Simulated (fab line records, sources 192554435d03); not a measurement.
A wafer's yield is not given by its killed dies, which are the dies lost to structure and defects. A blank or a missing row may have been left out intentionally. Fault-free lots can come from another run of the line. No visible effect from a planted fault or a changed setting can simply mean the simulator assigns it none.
Matching of chambers | flow n5_finfet | N5_BEOL_M1_ALD_98 on ald_sin-01: 4 sister chambers
The step deposits SiO2, target thk 2.5 nm, pulse time 1 s, co reactant pulse time 1 s. 8 wafers are shown with their chamber, then 12 later ones without.

== EACH WAFER AND ITS CHAMBER ==
wafer  | chamber | heater_power_w (W) | chamber_pressure_Torr (Torr)
L083.3 | 3       | 88                 | 2.001
L083.6 | 3       | 87                 | 1.998
L085.2 | 1       | 74                 | 1.995
L085.3 | 2       | 75                 | 1.993
L085.4 | 0       | 74                 | 2.005
L086.1 | 1       | 74                 | 2.000
L086.3 | 2       | 76                 | 2.006
L086.4 | 0       | 75                 | 2.000

== WAFERS MISSING THEIR CHAMBER ==
wafer  | heater_power_w (W) | chamber_pressure_Torr (Torr)
L088.2 | 88                 | 1.997
L088.3 | 76                 | 2.005
L088.5 | 87                 | 2.000
L089.1 | 72                 | 1.997
L089.2 | 75                 | 2.004
L089.3 | 90                 | 1.999
L092.1 | 88                 | 1.997
L092.2 | 76                 | 1.997
L092.4 | 74                 | 2.002
L091.1 | 73                 | 1.995
L091.3 | 88                 | 2.008
L091.6 | 73                 | 2.001

== CHAMBER TAKEN BY EACH ==
wafer  | from the rows above          | in truth
L088.2 | 3                            | 3
L088.3 | can't be placed: 2 or 0      | 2
L088.5 | 3                            | 3
L089.1 | can't be placed: 1 or 0      | 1
L089.2 | can't be placed: 0 or 2 or 1 | 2
L089.3 | 3                            | 3
L092.1 | 3                            | 3
L092.2 | can't be placed: 2 or 0      | 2
L092.4 | can't be placed: 0 or 1 or 2 | 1
L091.1 | can't be placed: 1 or 0      | 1
L091.3 | 3                            | 3
L091.6 | can't be placed: 1 or 0      | 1
Placed correctly: 5 of 12. These rows do not allow placing 7 (true chamber among the candidates in 7). Number placed wrongly: 0.
How it was worked out, from the rows above alone: a wafer's distance from a chamber is the root of the sum, over the readings, of the square of ((its reading less the chamber's mean) divided by the reading's scatter). The wafer belongs to the nearest chamber; if the next one is less than 2 further off, it can't be placed. Each chamber's mean is taken over the wafers shown for it. The scatter is the square root of a quotient: the sum, over the shown wafers, of each reading's squared deviation from its chamber's mean, divided by wafers minus chambers.
